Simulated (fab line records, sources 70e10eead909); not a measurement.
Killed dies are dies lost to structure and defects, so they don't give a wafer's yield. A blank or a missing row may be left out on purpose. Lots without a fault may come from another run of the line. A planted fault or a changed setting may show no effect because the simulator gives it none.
Problem report in the 8D (eight disciplines) form, filled by code | flow nand_harc | the parts of the form that need people (team, actions taken, sign-off) are left out

1. THE PROBLEM
cd_nm at NHARC_A_M0_CD_MEAS_09 reads a mean of 88.7 nm on 6 wafers of 2 lots; wafers without a fault read 80.1 nm with a standard deviation of 0.71. That is +12 standard deviations from the usual mean.
The step: target cd 80 nm.
First seen on wafer L437.2, day 30 08:49, on cd_sem-03. The record holds 42 wafers of 14 lots with a number at this step. Rule for "out", or "out of limits": more than 4 standard deviations from the usual mean. The other wafers with a number count as sound.

2. WHAT IT IS AND WHAT IT IS NOT
question                    | is                     | is not
which readings at this step | cd_nm                  | -
which lots                  | L437, L438             | L419, L420, L421, L422, L423, L426, L427, L429, L430, L432, L433, L434
which wafers of those lots  | all that have a number | -
read on which gauges        | cd_sem-01, cd_sem-03   | cd_sem-02
when                        | from day 30 08:49      | up to then (36 sound wafers)

3. SUSPECTS, AND WHAT RULES EACH OUT
Counting: a tool at a process step up to the reading stays a suspect if it ran every lot that is out and no sound lot after the first of them.
- the gauge at NHARC_A_M0_CD_MEAS_09: ruled out. The wafers that are out were read on 2 gauges (cd_sem-01, cd_sem-03).
- litho_track-01 at NHARC_A_M0_PEB_07 (peb time 65 s): kept. It ran every lot that is out, first L437 (day 30 08:44), and no sound lot after that; its last sound lot up to then is L433 (day 28 21:14). Its own readings are out on those wafers: heater_power_total_W, plate_temp_C.
Left after counting: litho_track-01 at NHARC_A_M0_PEB_07.

4. THE CAUSE (what the simulator had put in)
Process parameter drift: litho_track-01, from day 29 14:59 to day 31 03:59, at NHARC_A_M0_PEB_07. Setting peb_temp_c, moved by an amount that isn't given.
Counting left only this tool.

5. THE CHAIN OF EFFECTS, in route order
Each row: a reading whose mean over the struck wafers that have a number lies more than 3 standard deviations from the usual. Only readings for which the record gives a usual standard deviation are gone through. hours: the time from each lot's start at the first step in this table that gives one to its start at this step, as a median over the lots. sigmas: the change in usual standard deviations.
hours | step                  | reading              | usual   | on struck wafers | change | sigmas
0     | NHARC_A_M0_PEB_07     | heater_power_total_W | 156.6 W | 162.8            | +6.2   | +15
0     | NHARC_A_M0_PEB_07     | plate_temp_C         | 99.99 C | 102.84           | +2.86  | +22
0     | NHARC_A_M0_CD_MEAS_09 | cd_nm                | 80.1 nm | 88.7             | +8.6   | +12
The process steps in it:
- NHARC_A_M0_PEB_07: peb time 65 s.

6. WHAT WOULD HAVE CAUGHT IT SOONER
In this record the first reading out of limits at a measuring or inspecting step was taken at day 30 08:49, 18 hours after the fault began at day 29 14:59.
The tool's own readings at NHARC_A_M0_PEB_07 were out on every struck wafer that the step has a row for (heater_power_total_W, plate_temp_C): an alarm limit on them would have fired on the first of those.
Of the lots that are out (2), L438 began NHARC_A_M0_PEB_07 on litho_track-01 after day 30 08:49. A hold on the tool at that time would have spared it.
